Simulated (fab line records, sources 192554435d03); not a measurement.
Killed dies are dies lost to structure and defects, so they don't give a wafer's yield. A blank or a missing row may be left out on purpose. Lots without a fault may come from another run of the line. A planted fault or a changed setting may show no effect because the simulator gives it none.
fab line records | flow n5_finfet
record lots=10 wafers=30 last_day=19
route steps=1938 shown PMOS_HMC_CHANNEL_EPI@73 FIN_SAQP@95 BEOL_M4@1111 PASSIVATION@1936
lots that met no fault: from a run of the same line without faults
start_h: hours from the record's first day to the start of the lot's first wafer shown | wait_h: hours since the lot's step before | " the same as in the row above | L1.1+2: a row that stands for several wafers | - no value, or no start given | * or withheld: withheld | < > ~ a bound
route shown NAME@n: a module of which the file shows steps, and the number in the route of the first | usual: mean/standard deviation of fault-free wafers | same: alike in all rows | chamber/n: place in a boat | sites: the reading at each site | _std_site: their standard deviation | _edge_site: outer sites' mean less inner sites' | radius_mm: how far each site lies from the wafer's centre | mask NAME#n: copy n | behind: the tool/chamber that last shaped the wafer | hold: why the lot was held/for how many hours/how that ended | device: the transistor (n, p or np) that didn't switch | end of line: the same wafers' tests at the end of the route | a step without rows: its recipe alone | killed: dies lost to structure and defects at the first sort, not the wafer's yield | map: a wafer's dies, x killed, . not, _ none there
set.NAME: the setting as run; set.NAME@STEP: as run at that earlier step | model.NAME: the simulator's own value behind a step, which no gauge read
steps of the route over a sample of lots; a table a step, a row a wafer
services: from which hour (start_h, from the record's first day; less than 0 if before it) a tool's chamber was out of use, for how many hours, and why
## steps
# step N5_PMOS_HMC_CHANNEL_EPI_ETCH_38
# recipe chemistry=CF4 target=SiO2 target_depth_a=15 ion_energy_ev=350 pressure_mtorr=10 icp_w=800 bias_w=400 cf4_flow_sccm=80
# usual bias_w=400.1/1.2 drypump_motor_current_A=6.1/0.38 oes_product_au=0.992/0.0085 throttle_valve_pct=21.74/0.19
# columns lot.wafer tool chamber start_h wait_h bias_w drypump_motor_current_A oes_product_au rf_hours_counter_h throttle_valve_pct
L138.2 rie_si-02 3 17.63 0.0 399.9 6.4 0.997 103 22.14
L138.3 " 1 " " 398.2 5.5 0.994 147 21.57
L138.5 " 0 " " 400.5 6.0 0.993 - 21.70
L140.1 rie_si-01 0 29.74 0.0 402.8 6.0 0.987 85 21.96
L140.2 " 3 " " 400.7 6.2 0.992 189 21.87
L140.5 " 0 " " 401.4 6.0 0.975 - 21.96
L143.1 rie_si-01 1 49.34 0.0 399.2 5.8 0.993 165 21.51
L143.2 " 0 " " 400.5 5.9 0.985 86 21.95
L143.4 " 3 " " 401.0 6.2 0.988 - 21.89
L146.1 rie_si-03 3 66.07 0.0 402.1 5.3 0.980 92 21.49
L146.3 " 0 " " 401.5 6.0 0.994 191 21.54
L146.4 " 1 " " 399.3 6.3 0.989 119 21.46
L148.2 rie_si-02 0 77.79 0.0 398.4 6.1 0.996 3 21.73
L148.4 " 2 " " 400.5 6.7 1.008 87 21.69
L148.6 " 2 " " 401.2 6.6 0.999 - 21.70
L149.1 rie_si-01 0 83.97 0.0 398.3 6.0 0.983 86 21.96
L149.4 " 2 " " 399.1 6.2 1.008 131 21.65
L149.5 " 1 " " 399.4 5.8 0.979 - 21.53
L150.1 rie_si-02 0 89.77 0.0 399.9 6.1 0.991 3 21.72
L150.3 " 3 " " 401.0 6.5 0.995 105 22.13
L150.4 " 2 " " 400.2 6.6 1.007 87 21.69
L155.2 rie_si-01 1 119.78 0.0 424.5 5.8 0.998 166 21.54
L155.5 " 2 " " 399.2 6.2 1.011 - 21.64
L155.6 " 3 " " 397.9 6.2 0.992 - 21.86
L156.1 rie_si-02 0 126.24 0.0 400.8 6.0 1.001 4 21.73
L156.5 " 1 " " 400.9 5.5 0.986 - 21.61
L156.6 " 0 " " 399.2 6.0 1.003 - 21.72
L161.2 rie_si-02 3 156.09 0.0 398.5 6.4 1.004 106 22.13
L161.3 " 0 " " 400.6 6.1 0.996 4 21.73
L161.5 " 0 " " 401.6 6.1 0.993 - 21.72
# step N5_PMOS_HMC_CHANNEL_EPI_THK_MEAS_22
# recipe reads=SiGe30_of_PMOS_HMC_CHANNEL_EPI_EPI_20
# usual HMC_CMP_THK=53.6/0.69
# columns lot.wafer tool chamber start_h wait_h HMC_CMP_THK[nm]
L138.2 film_metro-01 - 19.45 - 52.5
L138.3 " - " " 53.7
L138.5 " - " " 52.7
L140.1 film_metro-02 - 31.56 - 53.1
L140.2 " - " " 53.4
L140.5 " - " " 53.2
L143.1 film_metro-01 - 51.57 - 54.3
L143.2 " - " " 53.5
L143.4 " - " " 53.1
L146.1 film_metro-01 - 67.93 - 53.3
L146.3 " - " " 53.8
L146.4 " - " " 53.9
L148.2 film_metro-01 - 79.61 - 51.9
L148.4 " - " " 53.7
L148.6 " - " " 53.7
L149.1 film_metro-02 - 85.83 - 53.3
L149.4 " - " " 53.7
L149.5 " - " " 54.4
L150.1 film_metro-02 - 91.59 - 53.4
L150.3 " - " " 53.3
L150.4 " - " " 53.9
L155.2 film_metro-01 - 121.60 - 54.6
L155.5 " - " " 53.8
L155.6 " - " " 53.5
L156.1 film_metro-01 - 128.06 - 52.8
L156.5 " - " " 54.2
L156.6 " - " " 52.7
L161.2 film_metro-01 - 157.91 - 54.0
L161.3 " - " " 53.0
L161.5 " - " " 53.7
# step N5_PMOS_HMC_CHANNEL_EPI_INSPECT_30
# recipe inspect_instrument=darkfield mode=post_epi
# usual raw_defect_count=18/6.1
# columns lot.wafer tool chamber start_h wait_h raw_defect_count
L138.2 defect_inspect-01 - 19.94 0.0 21
L138.3 " - " " 16
L138.5 " - " " 9
L140.1 defect_inspect-01 - 32.04 0.0 11
L140.2 " - " " 13
L140.5 " - " " 11
L143.1 defect_inspect-02 - 52.05 0.0 14
L143.2 " - " " 22
L143.4 " - " " 23
L146.1 defect_inspect-02 - 68.41 0.0 17
L146.3 " - " " 12
L146.4 " - " " 18
L148.2 defect_inspect-02 - 80.09 0.0 11
L148.4 " - " " 18
L148.6 " - " " 24
L149.1 defect_inspect-01 - 86.46 0.0 25
L149.4 " - " " 10
L149.5 " - " " 21
L150.1 defect_inspect-02 - 92.07 0.0 12
L150.3 " - " " 22
L150.4 " - " " 13
L155.2 defect_inspect-01 - 122.09 0.0 19
L155.5 " - " " 26
L155.6 " - " " 18
L156.1 defect_inspect-01 - 128.54 0.0 15
L156.5 " - " " 19
L156.6 " - " " 18
L161.2 defect_inspect-01 - 158.39 0.0 12
L161.3 " - " " 13
L161.5 " - " " 22
# step N5_FIN_SAQP_DENSIFY_62
# recipe temp_c=700 time_s=60 ambient=N2 idle_temp_c=600 ramp_up_c_per_s=150 ramp_down_c_per_s=60 cool_to_c=600
# usual lamp_power_pct=9.85/0.054 wafer_temp_C_max=703.4/0.61
# columns lot.wafer tool chamber start_h wait_h lamp_power_pct wafer_temp_C_max
L138.2 rtp_anneal-02 0 20.62 0.3 9.87 703.8
L138.3 " 0 " " 9.85 703.5
L138.5 " 0 " " 9.99 702.6
L140.1 rtp_anneal-01 0 32.76 0.1 9.86 702.7
L140.2 " 0 " " 9.90 702.9
L140.5 " 0 " " 9.78 703.4
L143.1 rtp_anneal-02 0 52.45 0.1 9.80 703.1
L143.2 " 0 " " 9.85 705.4
L143.4 " 0 " " 9.83 704.8
L146.1 rtp_anneal-01 0 68.74 0.1 9.87 703.1
L146.3 " 0 " " 9.84 704.2
L146.4 " 0 " " 9.83 702.6
L148.2 rtp_anneal-01 0 80.45 0.1 9.84 703.9
L148.4 " 0 " " 9.85 703.1
L148.6 " 0 " " 9.99 703.5
L149.1 rtp_anneal-01 0 87.00 0.1 9.87 703.2
L149.4 " 0 " " 9.96 702.9
L149.5 " 0 " " 9.95 704.9
L150.1 rtp_anneal-01 0 92.46 0.2 9.89 702.9
L150.3 " 0 " " 9.74 703.2
L150.4 " 0 " " 9.93 703.1
L155.2 rtp_anneal-02 0 123.16 0.2 9.84 704.4
L155.5 " 0 " " 9.92 703.9
L155.6 " 0 " " 9.84 702.5
L156.1 rtp_anneal-02 0 128.86 0.1 9.83 704.0
L156.5 " 0 " " 9.92 704.9
L156.6 " 0 " " 9.85 703.7
L161.2 rtp_anneal-01 0 158.75 0.1 9.91 702.7
L161.3 " 0 " " 9.74 703.0
L161.5 " 0 " " 9.78 704.0
# step N5_BEOL_M4_RC_MEAS_101
# usual DIBL_N=36.4/1.4 DIBL_P=36.4/1.5 IOFF_N=0.156/0.022 IOFF_P=0.210/0.023 ION_N=675/9.1 ION_P=463/5.7 SS_N=71.6/0.45 SS_P=73.3/0.56 VT_N=250/3.1 VT_P=-250.3/2.3
# columns lot.wafer tool chamber start_h wait_h DIBL_N[mV/V] DIBL_P[mV/V] IOFF_N[nA/um] IOFF_P[nA/um] ION_N[uA/um] ION_P[uA/um] SS_N[mV/dec] SS_P[mV/dec] VT_N[mV] VT_P[mV]
L138.2 prober-01 0 198.47 0.2 35.5 32.1 0.117 0.181 667 459 71.3 73.0 259 -252.0
L138.3 " 0 " " 38.7 36.9 0.175 0.263 674 463 72.3 73.6 249 -247.5
L138.5 " 0 " " 37.8 35.6 0.158 0.238 680 465 72.1 74.2 251 -249.4
L140.1 prober-02 0 222.00 0.0 34.5 34.8 0.139 0.180 663 453 71.0 72.3 252 -248.9
L140.2 " 0 " " 35.7 36.9 0.163 0.217 672 459 71.0 73.5 248 -248.0
L140.5 " 0 " " 35.5 37.1 0.166 0.213 678 462 71.6 73.3 248 -248.4
L143.1 prober-01 0 223.88 0.0 33.9 35.1 0.142 0.200 676 467 71.2 72.2 248 -251.3
L143.2 " 0 " " 35.9 38.1 0.189 0.241 688 465 72.3 73.4 245 -246.9
L143.4 " 0 " " 34.0 34.8 0.141 0.192 663 462 70.7 72.0 251 -251.6
L146.1 prober-01 0 241.96 0.0 36.7 39.1 0.176 0.239 683 470 72.3 74.5 245 -248.6
L146.3 " 0 " " 38.2 40.0 0.215 0.259 691 466 71.8 73.4 243 -246.6
L146.4 " 0 " " 35.7 37.9 0.169 0.216 676 460 71.2 73.3 245 -248.6
L148.2 prober-02 0 257.10 0.2 37.6 37.8 0.163 0.190 677 453 72.0 73.5 249 -252.8
L148.4 " 0 " " 38.0 38.8 0.179 0.210 678 461 72.1 73.9 250 -250.8
L148.6 " 0 " " 37.2 37.7 0.159 0.185 670 452 71.9 73.5 249 -255.0
L150.1 prober-01 0 257.31 0.0 35.0 35.1 0.130 0.182 666 459 71.2 72.8 252 -256.3
L150.3 " 0 " " 36.0 36.3 0.140 0.199 671 462 71.7 74.3 253 -251.6
L150.4 " 0 " " 35.3 35.5 0.128 0.185 659 457 71.4 74.0 255 -253.3
L149.1 prober-02 0 264.69 0.0 34.5 34.7 0.114 0.184 654 456 71.6 72.0 259 -250.2
L149.4 " 0 " " 36.2 36.8 0.140 0.209 658 456 72.5 73.3 254 -248.9
L149.5 " 0 " " 36.8 37.5 0.153 0.223 669 466 72.0 72.7 254 -249.1
L155.2 prober-01 0 301.47 0.2 37.7 37.1 0.167 0.210 682 461 71.6 74.3 249 -251.9
L155.5 " 0 " " 36.4 35.4 0.154 0.189 687 463 71.4 73.1 249 -252.3
L155.6 " 0 " " 38.5 38.0 0.188 0.223 690 471 71.9 73.9 245 -251.3
L156.1 prober-02 0 306.09 0.0 39.0 37.6 0.191 0.251 683 470 72.0 73.5 250 -247.7
L156.5 " 0 " " 37.2 35.8 0.156 0.227 678 469 71.0 73.2 251 -247.3
L156.6 " 0 " " 37.0 35.3 0.150 0.210 674 462 71.3 73.4 253 -249.9
L161.2 prober-02 0 342.34 0.2 37.0 38.0 0.164 0.233 669 468 71.6 73.6 250 -249.7
L161.3 " 0 " " 35.1 36.5 0.139 0.205 669 465 71.4 72.4 252 -248.6
L161.5 " 0 " " 36.8 38.2 0.174 0.235 676 467 71.8 72.8 249 -249.1
# step N5_PASSIVATION_PROBE_49
# usual defect_limited_yield=91.5/1.3 killed_at_M0_to_M3=33/10 killed_at_M4_up=13/4 killed_at_contacts=12/6.3 killed_at_front_end=39/11 killed_at_other=3.4/2.6 killed_dies=100/15 killed_open=65/11 killed_short=34/7.8 sort_bin_5_function=5.0/0.89 sort_bin_6_memory=3.2/0.58 sort_n_pass=1080/15 sort_yield_pct=91.5/1.3
# same gross_dies=1180 killed_at_back_side=0 sort_bin_4_leakage[%]=0 sort_bin_8_speed[%]=0
# columns lot.wafer tool chamber start_h wait_h defect_limited_yield[%] killed_at_M0_to_M3 killed_at_M4_up killed_at_contacts killed_at_front_end killed_at_other killed_dies killed_open killed_short sort_bin_5_function[%] sort_bin_6_memory[%] sort_n_pass sort_yield_pct[%]
L149.1 prober-02 - 382.04 0.0 91.7 27 11 21 33 6 98 68 30 4.7 3.1 1082 91.7
# killed by level:class
L149.1 MOL_CONTACT_COAG:geometric_particle:open=15 BEOL_M3:geometric_particle:open=10 BEOL_M4:geometric_particle:open=6 MOL_CONTACT_COAG:geometric_particle:short=6 BEOL_M0_SAQP:geometric_particle:short=6 FIN_SAQP:geometric_particle:open=5 STI_FIN_REVEAL:geometric_particle:open=4 DUMMY_GATE:geometric_particle:open=4
## services
# columns tool chamber start_h hours kind
rie_si-03 0 6.12 3.5 repair
rie_si-03 - 9.00 0.2 repair
rtp_anneal-02 - 37.27 3.0 pm
rie_si-02 - 40.99 0.9 repair
rie_si-01 2 48.77 3.3 repair
rie_si-01 - 53.03 28.1 pm
rie_si-03 1 67.28 5.5 repair
rie_si-01 1 85.12 3.7 repair
rie_si-01 - 86.10 0.1 repair
## key
first_sign step=N5_PMOS_HMC_CHANNEL_EPI_ETCH_38 reading=bias_w direction=up sigmas=20 usual=* struck=*
effect none on later readings
met_at N5_PMOS_HMC_CHANNEL_EPI_ETCH_38
struck_lots L155
struck_wafers L155.2
not_acting_at N5_PMOS_HMC_CHANNEL_EPI_THK_MEAS_22,N5_PMOS_HMC_CHANNEL_EPI_INSPECT_30,N5_FIN_SAQP_DENSIFY_62
onset_between 83.97 119.78
fault kind=process_parameter_drift tool=rie_si-01 chamber=1 onset_h=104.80 steps=N5_PMOS_HMC_CHANNEL_EPI_ETCH_38 channel=bias_w offset=* shape=step end_h=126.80 acts_in=* stated=*
